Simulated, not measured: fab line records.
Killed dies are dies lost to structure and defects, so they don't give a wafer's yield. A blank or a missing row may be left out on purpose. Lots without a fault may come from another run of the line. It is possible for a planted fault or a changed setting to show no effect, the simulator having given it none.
Which of the tools did it? | flow n5Finfet | at 1 step of a route of 1938, 12 lots with 36 wafers sampled

WHAT THE GAUGES READ, wafer by wafer
N5_BEOL_M2_CD_MEAS_28: target cd 26.2 nm, target cd y 24.1 nm.
lot  | measured     | on       | cdNm (nm)
L076 | day 6 18:19  | cdSem-01 | 25.70 26.31 25.76
L077 | day 7 10:05  | cdSem-03 | 26.36 26.26 25.87
L079 | day 8 04:38  | cdSem-01 | 26.50 26.29 26.22
L083 | day 8 20:56  | cdSem-01 | 26.09 26.15 26.41
L081 | day 9 05:11  | cdSem-03 | 26.27 26.25 26.22
L085 | day 9 06:01  | cdSem-03 | 26.34 26.14 26.02
L089 | day 10 07:23 | cdSem-01 | 25.92 26.21 26.17
L088 | day 10 10:26 | cdSem-03 | 26.55 25.92 26.39
L091 | day 11 00:35 | cdSem-01 | 26.32 26.44 25.80
L093 | day 11 11:19 | cdSem-01 | 26.31 26.21 26.31
L095 | day 11 22:56 | cdSem-02 | 26.12 26.34 26.31
L096 | day 12 09:45 | cdSem-02 | 26.22 26.16 26.15

EACH LOT AND THE TOOL THAT RAN IT (in order: tool; ch and the chambers of the sampled wafers; start)
There is no process step in the record ahead of these readings.

THE ANSWER, worked out from the rows above alone
Rule: what is usual is taken from the lots themselves. The widest of any qualifying gaps counts: lots, ordered by their means at a reading, are off when they make up no more than a third of the lots, leave a main group of 4 or more, and stand apart from it by 3 or more times the standard deviation of that group's means. A main group is skipped when, at the precision printed for the reading in the tables above, its means are all equal. A lot without any number at a reading at which 4 lots or more have one is off too. The other lots that the step has rows for count as sound.
Nothing can be told from this: no lot is off at any reading shown.

WHAT HAD BEEN PUT IN BY THE SIMULATOR
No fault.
